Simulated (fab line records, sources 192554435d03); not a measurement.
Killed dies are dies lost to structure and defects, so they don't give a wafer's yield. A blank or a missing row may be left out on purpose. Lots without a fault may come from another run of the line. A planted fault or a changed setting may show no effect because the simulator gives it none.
Chamber matching | flow n5_finfet | N5_BEOL_M8_STRIP_36 on rie_diel-02: 4 sister chambers
The step strips in N2/H2. 4 wafers are shown with their chamber, then 10 later ones without.

WAFERS WITH THEIR CHAMBER
wafer  | chamber | drypump_motor_current_A (A)
L078.1 | 3       | 4.8
L083.5 | 2       | 5.8
L090.1 | 1       | 5.6
L090.2 | 0       | 5.8

WAFERS WITHOUT THEIR CHAMBER
wafer  | drypump_motor_current_A (A)
L090.3 | 4.8
L090.4 | 5.6
L090.5 | 5.8
L090.6 | 4.8
L093.1 | 5.8
L093.2 | 5.6
L093.3 | 4.7
L093.4 | 4.7
L093.5 | 5.9
L093.6 | 5.6

WHICH CHAMBER EACH WENT THROUGH
wafer  | from the rows above     | in truth
L090.3 | 3                       | 3
L090.4 | 1                       | 1
L090.5 | can't be placed: 0 or 2 | 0
L090.6 | 3                       | 3
L093.1 | can't be placed: 0 or 2 | 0
L093.2 | 1                       | 1
L093.3 | 3                       | 3
L093.4 | 3                       | 3
L093.5 | can't be placed: 0 or 2 | 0
L093.6 | 1                       | 1
Placed correctly: 7 of 10. Can't be placed from these rows: 3 (the true chamber is among the candidates in 3). Placed wrongly: 0.
How it was worked out, from the rows above alone: a wafer's distance from a chamber is the root of the sum, over the readings, of the square of ((its reading less the chamber's mean) divided by the reading's scatter). The wafer belongs to the nearest chamber; if the next one is less than 2 further off, it can't be placed. A chamber's mean is the mean of its shown wafers. The scatter: with one shown wafer a chamber, the root of the mean of the squares of how far each hidden wafer lies from its nearest shown one.
